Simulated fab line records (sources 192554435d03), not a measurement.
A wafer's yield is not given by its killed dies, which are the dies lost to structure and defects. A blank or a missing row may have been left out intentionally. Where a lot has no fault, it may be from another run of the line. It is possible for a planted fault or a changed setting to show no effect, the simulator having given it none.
fab line records -- flow n5-finfet
[record] lots = 24, wafers = 72, last-day = 17
route steps=1938 shown BEOL_M13@1671
lots untouched by any fault: they come from a run of this same line in which no faults occurred
start-h: hours from the record's first day to the start of the lot's first wafer shown -- wait-h: hours elapsed since this lot's preceding step -- " the same as in the row above -- L1.1+2: a single row standing in for several wafers -- - value missing, or start not given -- * or withheld: withheld -- < > ~ a bound
route shown NAME@n: NAME is a module with steps in the file, n the number in the route of the first one -- usual: average and standard deviation across the fault-free wafers -- same: alike in all rows -- chamber/n: place in a boat -- sites: the reading at each site -- _std_site: standard deviation across them -- _edge_site: mean of outer sites minus mean of inner sites -- radius-mm: for every site, how far away it sits from the centre of the wafer -- mask NAME#n: copy n -- behind: the tool/chamber that last shaped the wafer -- hold: reason for holding the lot/hours on hold/outcome of the hold -- device: transistor that didn't switch, given as n, p or np -- end of line: tests run on the same wafers once the route is complete -- a step with no rows: only its recipe -- killed: not the wafer's yield, but the dies lost to structure and defects at the first sort -- map: a wafer's dies, x killed, . not, _ none there
set.NAME: the setting the step ran with; set.NAME@STEP: the setting that earlier step ran with -- model.NAME: the simulator's own value behind a step, which no gauge read
the route's steps for a sample of lots (tables are steps, rows are wafers)
services: when a tool's chamber went out of use (start-h, in hours from the record's first day, below 0 if earlier), for how many hours, and the reason
[[steps]]
[step N5_BEOL_M13_INSPECT_12]
[recipe] mode = adi, inspect-instrument = macro
[usual] raw-defect-count = 2.1/1.5
lot.wafer,tool,chamber,start-h,wait-h,raw-defect-count
L074.2,defect-inspect-01,-,229.81,0.0,4
L074.3,defect-inspect-01,-,229.81,0.0,1
L074.5,defect-inspect-01,-,229.81,0.0,2
L075.3,defect-inspect-02,-,230.00,0.0,0
L075.4,defect-inspect-02,-,230.00,0.0,1
L075.6,defect-inspect-02,-,230.00,0.0,1
L076.3,defect-inspect-02,-,252.48,0.0,1
L076.4,defect-inspect-02,-,252.48,0.0,5
L076.6,defect-inspect-02,-,252.48,0.0,2
L077.1,defect-inspect-01,-,252.65,0.0,2
L077.3,defect-inspect-01,-,252.65,0.0,2
L077.4,defect-inspect-01,-,252.65,0.0,3
L078.1,defect-inspect-01,-,259.73,0.0,2
L078.3,defect-inspect-01,-,259.73,0.0,5
L078.5,defect-inspect-01,-,259.73,0.0,5
L081.1,defect-inspect-01,-,272.13,0.0,1
L081.2,defect-inspect-01,-,272.13,0.0,1
L081.3,defect-inspect-01,-,272.13,0.0,2
L079.1,defect-inspect-02,-,277.10,0.0,1
L079.4,defect-inspect-02,-,277.10,0.0,4
L079.6,defect-inspect-02,-,277.10,0.0,2
L080.1,defect-inspect-02,-,277.79,0.0,3
L080.2,defect-inspect-02,-,277.79,0.0,4
L080.4,defect-inspect-02,-,277.79,0.0,3
L082.2,defect-inspect-01,-,288.53,0.0,2
L082.4,defect-inspect-01,-,288.53,0.0,1
L082.6,defect-inspect-01,-,288.53,0.0,0
L083.3,defect-inspect-02,-,301.43,0.0,3
L083.5,defect-inspect-02,-,301.43,0.0,0
L083.6,defect-inspect-02,-,301.43,0.0,1
L084.3,defect-inspect-01,-,307.94,0.0,0
L084.4,defect-inspect-01,-,307.94,0.0,3
L084.5,defect-inspect-01,-,307.94,0.0,4
L085.3,defect-inspect-02,-,314.54,0.0,4
L085.5,defect-inspect-02,-,314.54,0.0,4
L085.6,defect-inspect-02,-,314.54,0.0,4
L086.2,defect-inspect-01,-,315.01,0.0,2
L086.3,defect-inspect-01,-,315.01,0.0,2
L086.5,defect-inspect-01,-,315.01,0.0,6
L088.3,defect-inspect-02,-,324.25,0.0,4
L088.4,defect-inspect-02,-,324.25,0.0,2
L088.6,defect-inspect-02,-,324.25,0.0,2
L087.2,defect-inspect-01,-,326.88,0.0,2
L087.3,defect-inspect-01,-,326.88,0.0,1
L087.4,defect-inspect-01,-,326.88,0.0,1
L089.4,defect-inspect-02,-,330.66,0.0,1
L089.5,defect-inspect-02,-,330.66,0.0,2
L089.6,defect-inspect-02,-,330.66,0.0,7
L091.1,defect-inspect-01,-,338.31,0.0,2
L091.2,defect-inspect-01,-,338.31,0.0,4
L091.5,defect-inspect-01,-,338.31,0.0,0
L090.3,defect-inspect-02,-,341.25,0.0,1
L090.4,defect-inspect-02,-,341.25,0.0,4
L090.5,defect-inspect-02,-,341.25,0.0,3
L093.1,defect-inspect-02,-,357.91,0.0,1
L093.2,defect-inspect-02,-,357.91,0.0,1
L093.3,defect-inspect-02,-,357.91,0.0,2
L092.1,defect-inspect-02,-,358.48,0.0,0
L092.2,defect-inspect-02,-,358.48,0.0,2
L092.3,defect-inspect-02,-,358.48,0.0,2
L095.1,defect-inspect-01,-,364.12,0.0,3
L095.2,defect-inspect-01,-,364.12,0.0,4
L095.3,defect-inspect-01,-,364.12,0.0,0
L094.2,defect-inspect-01,-,366.54,0.0,2
L094.4,defect-inspect-01,-,366.54,0.0,1
L094.5,defect-inspect-01,-,366.54,0.0,3
L097.1,defect-inspect-02,-,367.02,0.0,2
L097.3,defect-inspect-02,-,367.02,0.0,1
L097.6,defect-inspect-02,-,367.02,0.0,3
L096.2,defect-inspect-02,-,368.75,0.0,3
L096.3,defect-inspect-02,-,368.75,0.0,2
L096.4,defect-inspect-02,-,368.75,0.0,1
[step N5_BEOL_M13_OVL_MEAS_29]
[recipe] points-per-wafer = 44
[usual] M13_OVL = 0/5.7
lot.wafer,tool,chamber,start-h,wait-h,M13_OVL[nm]
L074.2,overlay-02,0,230.73,0.0,-8
L074.3,overlay-02,0,230.73,0.0,2
L074.5,overlay-02,0,230.73,0.0,3
L075.3,overlay-02,0,231.27,0.0,-5
L075.4,overlay-02,0,231.27,0.0,-6
L075.6,overlay-02,0,231.27,0.0,-8
L076.3,overlay-01,0,253.69,0.0,-5
L076.4,overlay-01,0,253.69,0.0,-5
L076.6,overlay-01,0,253.69,0.0,-2
L077.1,overlay-02,0,253.85,0.0,-3
L077.3,overlay-02,0,253.85,0.0,-6
L077.4,overlay-02,0,253.85,0.0,-7
L078.1,overlay-01,0,260.68,0.0,-2
L078.3,overlay-01,0,260.68,0.0,-9
L078.5,overlay-01,0,260.68,0.0,0
L081.1,overlay-02,0,273.10,0.0,0
L081.2,overlay-02,0,273.10,0.0,2
L081.3,overlay-02,0,273.10,0.0,3
L079.1,overlay-01,0,278.07,0.0,-4
L079.4,overlay-01,0,278.07,0.0,9
L079.6,overlay-01,0,278.07,0.0,6
L080.1,overlay-01,0,278.85,0.0,11
L080.2,overlay-01,0,278.85,0.0,1
L080.4,overlay-01,0,278.85,0.0,1
L082.2,overlay-02,0,289.58,0.0,-4
L082.4,overlay-02,0,289.58,0.0,-4
L082.6,overlay-02,0,289.58,0.0,-12
L083.3,overlay-01,0,302.35,0.0,4
L083.5,overlay-01,0,302.35,0.0,7
L083.6,overlay-01,0,302.35,0.0,2
L084.3,overlay-01,0,308.86,0.0,1
L084.4,overlay-01,0,308.86,0.0,4
L084.5,overlay-01,0,308.86,0.0,-2
L085.3,overlay-01,0,315.46,0.0,-2
L085.5,overlay-01,0,315.46,0.0,-3
L085.6,overlay-01,0,315.46,0.0,1
L086.2,overlay-01,0,315.99,0.0,-3
L086.3,overlay-01,0,315.99,0.0,-3
L086.5,overlay-01,0,315.99,0.0,1
L088.3,overlay-02,0,325.29,0.0,2
L088.4,overlay-02,0,325.29,0.0,12
L088.6,overlay-02,0,325.29,0.0,9
L087.2,overlay-01,0,327.99,0.0,-10
L087.3,overlay-01,0,327.99,0.0,2
L087.4,overlay-01,0,327.99,0.0,-3
L089.4,overlay-01,0,331.71,0.0,-2
L089.5,overlay-01,0,331.71,0.0,5
L089.6,overlay-01,0,331.71,0.0,2
L091.1,overlay-02,0,339.36,0.0,-4
L091.2,overlay-02,0,339.36,0.0,-7
L091.5,overlay-02,0,339.36,0.0,3
L090.3,overlay-01,0,342.30,0.0,-9
L090.4,overlay-01,0,342.30,0.0,4
L090.5,overlay-01,0,342.30,0.0,-8
L093.1,overlay-02,0,358.98,0.0,-3
L093.2,overlay-02,0,358.98,0.0,0
L093.3,overlay-02,0,358.98,0.0,5
L092.1,overlay-02,0,359.53,0.0,0
L092.2,overlay-02,0,359.53,0.0,-15
L092.3,overlay-02,0,359.53,0.0,1
L095.1,overlay-01,0,365.16,0.0,7
L095.2,overlay-01,0,365.16,0.0,10
L095.3,overlay-01,0,365.16,0.0,-1
L094.2,overlay-01,0,367.64,0.0,3
L094.4,overlay-01,0,367.64,0.0,6
L094.5,overlay-01,0,367.64,0.0,-3
L097.1,overlay-02,0,368.12,0.0,8
L097.3,overlay-02,0,368.12,0.0,4
L097.6,overlay-02,0,368.12,0.0,-3
L096.2,overlay-01,0,370.27,0.0,0
L096.3,overlay-01,0,370.27,0.0,1
L096.4,overlay-01,0,370.27,0.0,1
[step N5_BEOL_M13_PRE_CLEAN_42]
[recipe] gas = H2/He, time-s = 30, temp-c = 250
[usual] heater-power-w = 340/35
[same] time-s = 30
lot.wafer,tool,chamber,start-h,wait-h,heater-power-w
L074.2,pvd-sputter-03,-,233.69,0.0,412
L074.3,pvd-sputter-03,-,233.69,0.0,283
L074.5,pvd-sputter-03,-,233.69,0.0,363
L075.3,pvd-sputter-03,-,234.27,0.0,357
L075.4,pvd-sputter-03,-,234.27,0.0,397
L075.6,pvd-sputter-03,-,234.27,0.0,405
L076.3,pvd-sputter-02,-,258.05,0.0,345
L076.4,pvd-sputter-02,-,258.05,0.0,335
L076.6,pvd-sputter-02,-,258.05,0.0,338
L077.1,pvd-sputter-01,-,258.17,0.0,338
L077.3,pvd-sputter-01,-,258.17,0.0,324
L077.4,pvd-sputter-01,-,258.17,0.0,326
L078.1,pvd-sputter-01,-,262.19,0.0,323
L078.3,pvd-sputter-01,-,262.19,0.0,330
L078.5,pvd-sputter-01,-,262.19,0.0,334
L081.1,pvd-sputter-02,-,275.65,0.0,342
L081.2,pvd-sputter-02,-,275.65,0.0,382
L081.3,pvd-sputter-02,-,275.65,0.0,325
L079.1,pvd-sputter-02,-,279.07,0.0,344
L079.4,pvd-sputter-02,-,279.07,0.0,318
L079.6,pvd-sputter-02,-,279.07,0.0,386
L080.1,pvd-sputter-01,-,283.99,0.0,354
L080.2,pvd-sputter-01,-,283.99,0.0,340
L080.4,pvd-sputter-01,-,283.99,0.0,320
L082.2,pvd-sputter-03,-,291.21,0.0,279
L082.4,pvd-sputter-03,-,291.21,0.0,360
L082.6,pvd-sputter-03,-,291.21,0.0,389
L083.3,pvd-sputter-03,-,307.19,0.0,298
L083.5,pvd-sputter-03,-,307.19,0.0,280
L083.6,pvd-sputter-03,-,307.19,0.0,285
L084.3,pvd-sputter-02,-,312.38,0.0,341
L084.4,pvd-sputter-02,-,312.38,0.0,349
L084.5,pvd-sputter-02,-,312.38,0.0,346
L085.3,pvd-sputter-03,-,318.55,0.0,285
L085.5,pvd-sputter-03,-,318.55,0.0,402
L085.6,pvd-sputter-03,-,318.55,0.0,285
L086.2,pvd-sputter-03,-,318.87,0.0,354
L086.3,pvd-sputter-03,-,318.87,0.0,395
L086.5,pvd-sputter-03,-,318.87,0.0,392
L088.3,pvd-sputter-02,-,326.28,0.0,384
L088.4,pvd-sputter-02,-,326.28,0.0,345
L088.6,pvd-sputter-02,-,326.28,0.0,346
L087.2,pvd-sputter-03,-,331.77,0.0,282
L087.3,pvd-sputter-03,-,331.77,0.0,290
L087.4,pvd-sputter-03,-,331.77,0.0,417
L089.4,pvd-sputter-01,-,334.29,0.0,337
L089.5,pvd-sputter-01,-,334.29,0.0,335
L089.6,pvd-sputter-01,-,334.29,0.0,326
L091.1,pvd-sputter-03,-,340.89,0.0,285
L091.2,pvd-sputter-03,-,340.89,0.0,279
L091.5,pvd-sputter-03,-,340.89,0.0,360
L090.3,pvd-sputter-02,-,344.01,0.0,346
L090.4,pvd-sputter-02,-,344.01,0.0,378
L090.5,pvd-sputter-02,-,344.01,0.0,346
L093.1,pvd-sputter-02,-,362.32,0.0,343
L093.2,pvd-sputter-02,-,362.32,0.0,349
L093.3,pvd-sputter-02,-,362.32,0.0,326
L092.1,pvd-sputter-02,-,365.56,0.0,378
L092.2,pvd-sputter-02,-,365.56,0.0,351
L092.3,pvd-sputter-02,-,365.56,0.0,349
L095.1,pvd-sputter-02,-,367.68,0.0,341
L095.2,pvd-sputter-02,-,367.68,0.0,344
L095.3,pvd-sputter-02,-,367.68,0.0,334
L094.2,pvd-sputter-03,-,369.46,0.0,293
L094.4,pvd-sputter-03,-,369.46,0.0,407
L094.5,pvd-sputter-03,-,369.46,0.0,359
L097.1,pvd-sputter-01,-,370.34,0.0,338
L097.3,pvd-sputter-01,-,370.34,0.0,317
L097.6,pvd-sputter-01,-,370.34,0.0,338
L096.2,pvd-sputter-02,-,374.51,0.0,328
L096.3,pvd-sputter-02,-,374.51,0.0,342
L096.4,pvd-sputter-02,-,374.51,0.0,381
[step N5_BEOL_M13_SPUTTER_44]
[recipe] material = Ta, target-thk-a = 100, temp-c = 50, bias-v = 80, power-w = 15000, chamber-pressure-pa = 0.07, time-s = 16.13
[usual] bias-v = 80.0/0.77, throttle-valve-pct = 29.9/1.1
[same] time-s = 16.13
lot.wafer,tool,chamber,start-h,wait-h,bias-v,throttle-valve-pct
L074.2,pvd-sputter-03,-,233.81,0.0,79.9,30.4
L074.3,pvd-sputter-03,-,233.81,0.0,80.3,29.5
L074.5,pvd-sputter-03,-,233.81,0.0,80.0,29.1
L075.3,pvd-sputter-03,-,234.39,0.0,79.6,29.4
L075.4,pvd-sputter-03,-,234.39,0.0,80.7,30.5
L075.6,pvd-sputter-03,-,234.39,0.0,80.2,30.5
L076.3,pvd-sputter-02,-,258.17,0.0,79.5,28.4
L076.4,pvd-sputter-02,-,258.17,0.0,80.1,29.3
L076.6,pvd-sputter-02,-,258.17,0.0,79.9,28.6
L077.1,pvd-sputter-01,-,258.29,0.0,80.2,30.9
L077.3,pvd-sputter-01,-,258.29,0.0,81.2,31.4
L077.4,pvd-sputter-01,-,258.29,0.0,79.9,31.7
L078.1,pvd-sputter-01,-,262.31,0.0,80.5,31.9
L078.3,pvd-sputter-01,-,262.31,0.0,79.8,31.4
L078.5,pvd-sputter-01,-,262.31,0.0,81.1,30.9
L081.1,pvd-sputter-02,-,275.77,0.0,79.4,28.6
L081.2,pvd-sputter-02,-,275.77,0.0,79.5,28.0
L081.3,pvd-sputter-02,-,275.77,0.0,81.0,29.8
L079.1,pvd-sputter-02,-,279.19,0.0,79.3,29.2
L079.4,pvd-sputter-02,-,279.19,0.0,80.7,29.8
L079.6,pvd-sputter-02,-,279.19,0.0,80.1,28.1
L080.1,pvd-sputter-01,-,284.11,0.0,79.9,32.0
L080.2,pvd-sputter-01,-,284.11,0.0,79.8,31.0
L080.4,pvd-sputter-01,-,284.11,0.0,81.7,31.4
L082.2,pvd-sputter-03,-,291.33,0.0,79.4,30.7
L082.4,pvd-sputter-03,-,291.33,0.0,80.0,29.3
L082.6,pvd-sputter-03,-,291.33,0.0,81.8,30.4
L083.3,pvd-sputter-03,-,307.31,0.0,80.7,29.6
L083.5,pvd-sputter-03,-,307.31,0.0,79.0,29.5
L083.6,pvd-sputter-03,-,307.31,0.0,79.6,30.3
L084.3,pvd-sputter-02,-,312.50,0.0,80.5,29.1
L084.4,pvd-sputter-02,-,312.50,0.0,80.2,28.7
L084.5,pvd-sputter-02,-,312.50,0.0,80.2,28.7
L085.3,pvd-sputter-03,-,318.67,0.0,79.9,30.5
L085.5,pvd-sputter-03,-,318.67,0.0,80.9,30.8
L085.6,pvd-sputter-03,-,318.67,0.0,80.0,29.8
L086.2,pvd-sputter-03,-,318.99,0.0,79.5,29.5
L086.3,pvd-sputter-03,-,318.99,0.0,78.8,30.4
L086.5,pvd-sputter-03,-,318.99,0.0,79.8,30.6
L088.3,pvd-sputter-02,-,326.40,0.0,80.1,27.9
L088.4,pvd-sputter-02,-,326.40,0.0,80.6,29.2
L088.6,pvd-sputter-02,-,326.40,0.0,79.2,29.3
L087.2,pvd-sputter-03,-,331.89,0.0,79.4,30.6
L087.3,pvd-sputter-03,-,331.89,0.0,81.2,29.9
L087.4,pvd-sputter-03,-,331.89,0.0,78.7,30.3
L089.4,pvd-sputter-01,-,334.41,0.0,79.8,30.6
L089.5,pvd-sputter-01,-,334.41,0.0,81.0,30.8
L089.6,pvd-sputter-01,-,334.41,0.0,79.5,31.5
L091.1,pvd-sputter-03,-,341.01,0.0,78.7,29.8
L091.2,pvd-sputter-03,-,341.01,0.0,79.1,30.6
L091.5,pvd-sputter-03,-,341.01,0.0,79.1,29.4
L090.3,pvd-sputter-02,-,344.13,0.0,79.3,29.1
L090.4,pvd-sputter-02,-,344.13,0.0,80.1,28.3
L090.5,pvd-sputter-02,-,344.13,0.0,81.2,29.0
L093.1,pvd-sputter-02,-,362.44,0.0,80.0,28.7
L093.2,pvd-sputter-02,-,362.44,0.0,80.2,29.2
L093.3,pvd-sputter-02,-,362.44,0.0,80.7,29.5
L092.1,pvd-sputter-02,-,365.68,0.0,79.9,27.9
L092.2,pvd-sputter-02,-,365.68,0.0,81.6,28.6
L092.3,pvd-sputter-02,-,365.68,0.0,80.2,29.3
L095.1,pvd-sputter-02,-,367.80,0.0,79.9,28.5
L095.2,pvd-sputter-02,-,367.80,0.0,79.5,29.4
L095.3,pvd-sputter-02,-,367.80,0.0,80.0,29.9
L094.2,pvd-sputter-03,-,369.58,0.0,80.9,29.9
L094.4,pvd-sputter-03,-,369.58,0.0,80.0,30.4
L094.5,pvd-sputter-03,-,369.58,0.0,78.7,29.6
L097.1,pvd-sputter-01,-,370.46,0.0,80.6,30.8
L097.3,pvd-sputter-01,-,370.46,0.0,81.2,31.9
L097.6,pvd-sputter-01,-,370.46,0.0,80.4,31.1
L096.2,pvd-sputter-02,-,374.63,0.0,81.2,29.6
L096.3,pvd-sputter-02,-,374.63,0.0,79.9,28.6
L096.4,pvd-sputter-02,-,374.63,0.0,80.6,28.1
[step N5_BEOL_M13_THK_MEAS_50]
[recipe] thk-meas-gauge = xrf, reads = Cu_of_BEOL_M13_ECD_47
[usual] M13_THK = 407/7.8
lot.wafer,tool,chamber,start-h,wait-h,M13_THK[nm]
L074.2,film-metro-01,-,234.85,-,411
L074.3,film-metro-01,-,234.85,-,413
L074.5,film-metro-01,-,234.85,-,415
L075.3,film-metro-01,-,235.34,-,397
L075.4,film-metro-01,-,235.34,-,390
L075.6,film-metro-01,-,235.34,-,394
L076.3,film-metro-02,-,259.18,-,400
L076.4,film-metro-02,-,259.18,-,405
L076.6,film-metro-02,-,259.18,-,406
L077.1,film-metro-01,-,259.84,-,410
L077.3,film-metro-01,-,259.84,-,418
L077.4,film-metro-01,-,259.84,-,409
L078.1,film-metro-02,-,263.26,-,387
L078.3,film-metro-02,-,263.26,-,392
L078.5,film-metro-02,-,263.26,-,392
L081.1,film-metro-01,-,276.82,-,397
L081.2,film-metro-01,-,276.82,-,410
L081.3,film-metro-01,-,276.82,-,408
L079.1,film-metro-01,-,280.25,-,402
L079.4,film-metro-01,-,280.25,-,401
L079.6,film-metro-01,-,280.25,-,400
L080.1,film-metro-01,-,285.52,-,399
L080.2,film-metro-01,-,285.52,-,409
L080.4,film-metro-01,-,285.52,-,398
L082.2,film-metro-02,-,292.42,-,410
L082.4,film-metro-02,-,292.42,-,411
L082.6,film-metro-02,-,292.42,-,412
L083.3,film-metro-02,-,308.67,-,413
L083.5,film-metro-02,-,308.67,-,409
L083.6,film-metro-02,-,308.67,-,417
L084.3,film-metro-02,-,313.45,-,414
L084.4,film-metro-02,-,313.45,-,413
L084.5,film-metro-02,-,313.45,-,415
L085.3,film-metro-01,-,319.85,-,403
L085.5,film-metro-01,-,319.85,-,407
L085.6,film-metro-01,-,319.85,-,406
L086.2,film-metro-02,-,320.87,-,411
L086.3,film-metro-02,-,320.87,-,401
L086.5,film-metro-02,-,320.87,-,412
L088.3,film-metro-01,-,327.56,-,426
L088.4,film-metro-01,-,327.56,-,403
L088.6,film-metro-01,-,327.56,-,417
L087.2,film-metro-02,-,332.84,-,402
L087.3,film-metro-02,-,332.84,-,402
L087.4,film-metro-02,-,332.84,-,393
L089.4,film-metro-01,-,335.38,-,407
L089.5,film-metro-01,-,335.38,-,412
L089.6,film-metro-01,-,335.38,-,411
L091.1,film-metro-01,-,342.09,-,405
L091.2,film-metro-01,-,342.09,-,397
L091.5,film-metro-01,-,342.09,-,407
L090.3,film-metro-02,-,345.09,-,420
L090.4,film-metro-02,-,345.09,-,412
L090.5,film-metro-02,-,345.09,-,413
L093.1,film-metro-02,-,363.49,-,413
L093.2,film-metro-02,-,363.49,-,412
L093.3,film-metro-02,-,363.49,-,420
L092.1,film-metro-02,-,366.65,-,401
L092.2,film-metro-02,-,366.65,-,411
L092.3,film-metro-02,-,366.65,-,407
L095.1,film-metro-01,-,368.95,-,407
L095.2,film-metro-01,-,368.95,-,406
L095.3,film-metro-01,-,368.95,-,412
L094.2,film-metro-02,-,370.54,-,399
L094.4,film-metro-02,-,370.54,-,397
L094.5,film-metro-02,-,370.54,-,410
L097.1,film-metro-02,-,371.90,-,412
L097.3,film-metro-02,-,371.90,-,402
L097.6,film-metro-02,-,371.90,-,402
L096.2,film-metro-02,-,375.58,-,416
L096.3,film-metro-02,-,375.58,-,415
L096.4,film-metro-02,-,375.58,-,410
[step N5_BEOL_M13_DEP_53]
[recipe] material = SiCN, target-thk-a = 500, temp-c = withheld, precursor = 3MS/NH3, pressure-torr = 3, rf-w = 675, time-s = 17.8
[usual] showerhead-plenum-p-Torr = 4.152/0.019, throttle-valve-pct = 17.9/0.84
[same] time-s = 17.8
lot.wafer,tool,chamber,start-h,wait-h,showerhead-plenum-p-Torr,since-wet-clean-h,throttle-valve-pct
L074.2,pecvd-01,0,234.91,0.0,4.110,1120,17.6
L074.3,pecvd-01,2,234.91,0.0,4.154,366,19.0
L074.5,pecvd-01,1,234.91,0.0,4.152,-,18.3
L075.3,pecvd-01,2,235.40,0.0,4.162,367,18.9
L075.4,pecvd-01,2,235.40,0.0,4.154,-,19.1
L075.6,pecvd-01,0,235.40,0.0,4.119,-,17.3
L076.3,pecvd-03,0,259.24,0.0,4.183,963,18.1
L076.4,pecvd-03,0,259.24,0.0,4.173,-,18.1
L076.6,pecvd-03,1,259.24,0.0,4.156,-,19.1
L077.1,pecvd-02,1,259.90,0.0,4.171,1508,17.3
L077.3,pecvd-02,2,259.90,0.0,4.129,157,17.0
L077.4,pecvd-02,0,259.90,0.0,4.134,-,18.1
L078.1,pecvd-03,1,263.33,0.0,4.155,1692,19.4
L078.3,pecvd-03,0,263.33,0.0,4.173,967,18.2
L078.5,pecvd-03,0,263.33,0.0,4.178,-,18.1
L081.1,pecvd-02,2,276.89,0.0,4.141,174,17.1
L081.2,pecvd-02,1,276.89,0.0,4.174,1525,17.0
L081.3,pecvd-02,0,276.89,0.0,4.134,800,18.2
L079.1,pecvd-02,0,280.31,0.0,4.140,803,18.3
L079.4,pecvd-02,0,280.31,0.0,4.139,-,18.0
L079.6,pecvd-02,1,280.31,0.0,4.179,-,17.3
L080.1,pecvd-01,2,285.58,0.0,4.165,417,19.1
L080.2,pecvd-01,1,285.58,0.0,4.140,1896,18.1
L080.4,pecvd-01,1,285.58,0.0,4.149,-,17.9
L082.2,pecvd-01,1,292.49,0.0,4.157,1903,18.1
L082.4,pecvd-01,1,292.49,0.0,4.160,-,18.2
L082.6,pecvd-01,0,292.49,0.0,4.110,-,17.3
L083.3,pecvd-02,2,308.73,0.0,4.142,206,16.8
L083.5,pecvd-02,0,308.73,0.0,4.149,-,18.0
L083.6,pecvd-02,2,308.73,0.0,4.152,-,16.7
L084.3,pecvd-02,0,313.51,0.0,4.136,836,18.1
L084.4,pecvd-02,2,313.51,0.0,4.134,-,17.2
L084.5,pecvd-02,0,313.51,0.0,4.144,-,18.1
L085.3,pecvd-03,0,319.91,0.0,4.175,1024,18.2
L085.5,pecvd-03,1,319.91,0.0,4.149,-,19.5
L085.6,pecvd-03,2,319.91,0.0,4.159,-,17.0
L086.2,pecvd-02,2,320.94,0.0,4.145,218,17.3
L086.3,pecvd-02,1,320.94,0.0,4.173,1569,17.2
L086.5,pecvd-02,2,320.94,0.0,4.138,-,17.1
L088.3,pecvd-01,0,327.62,0.0,4.109,1213,17.3
L088.4,pecvd-01,2,327.62,0.0,4.169,-,19.2
L088.6,pecvd-01,1,327.62,0.0,4.161,-,18.3
L087.2,pecvd-03,0,332.90,0.0,4.189,1037,18.1
L087.3,pecvd-03,1,332.90,0.0,4.152,1762,19.2
L087.4,pecvd-03,1,332.90,0.0,4.145,-,19.5
L089.4,pecvd-01,1,335.45,0.0,4.148,-,18.2
L089.5,pecvd-01,0,335.45,0.0,4.124,-,17.2
L089.6,pecvd-01,2,335.45,0.0,4.157,-,19.2
L091.1,pecvd-03,0,342.15,0.0,4.174,1046,17.9
L091.2,pecvd-03,2,342.15,0.0,4.142,283,17.0
L091.5,pecvd-03,1,342.15,0.0,4.154,-,18.9
L090.3,pecvd-01,2,345.15,0.0,4.163,476,19.0
L090.4,pecvd-01,1,345.15,0.0,4.143,-,18.0
L090.5,pecvd-01,0,345.15,0.0,4.123,-,17.2
L093.1,pecvd-02,2,363.55,0.0,4.152,260,17.1
L093.2,pecvd-02,1,363.55,0.0,4.181,1611,17.1
L093.3,pecvd-02,0,363.55,0.0,4.146,886,18.2
L092.1,pecvd-02,1,366.71,0.0,4.173,1614,17.1
L092.2,pecvd-02,0,366.71,0.0,4.144,889,18.4
L092.3,pecvd-02,2,366.71,0.0,4.146,264,16.9
L095.1,pecvd-02,0,369.02,0.0,4.134,892,18.1
L095.2,pecvd-02,1,369.02,0.0,4.191,1617,17.4
L095.3,pecvd-02,2,369.02,0.0,4.147,266,17.4
L094.2,pecvd-03,1,370.60,0.0,4.158,1799,19.2
L094.4,pecvd-03,0,370.60,0.0,4.183,-,17.8
L094.5,pecvd-03,2,370.60,0.0,4.148,-,17.2
L097.1,pecvd-01,2,371.96,0.0,4.164,503,19.3
L097.3,pecvd-01,0,371.96,0.0,4.125,1257,17.3
L097.6,pecvd-01,1,371.96,0.0,4.159,-,18.0
L096.2,pecvd-03,1,375.65,0.0,4.149,1805,19.4
L096.3,pecvd-03,0,375.65,0.0,4.170,1080,18.4
L096.4,pecvd-03,2,375.65,0.0,4.150,-,17.1
[[services]]
tool,chamber,start-h,hours,kind
pecvd-03,2,211.12,2.1,scheduled-down
pecvd-03,-,218.46,1.1,repair
pecvd-02,1,298.11,5.0,scheduled-down
pecvd-03,-,304.90,6.0,pm
pecvd-03,2,311.78,4.6,repair
pecvd-02,2,331.36,12.1,repair
pecvd-01,-,340.44,3.9,repair
pecvd-02,-,352.46,1.6,repair
pecvd-01,2,359.55,5.5,scheduled-down
pecvd-03,0,364.09,2.1,scheduled-down
[[key]]
fault none
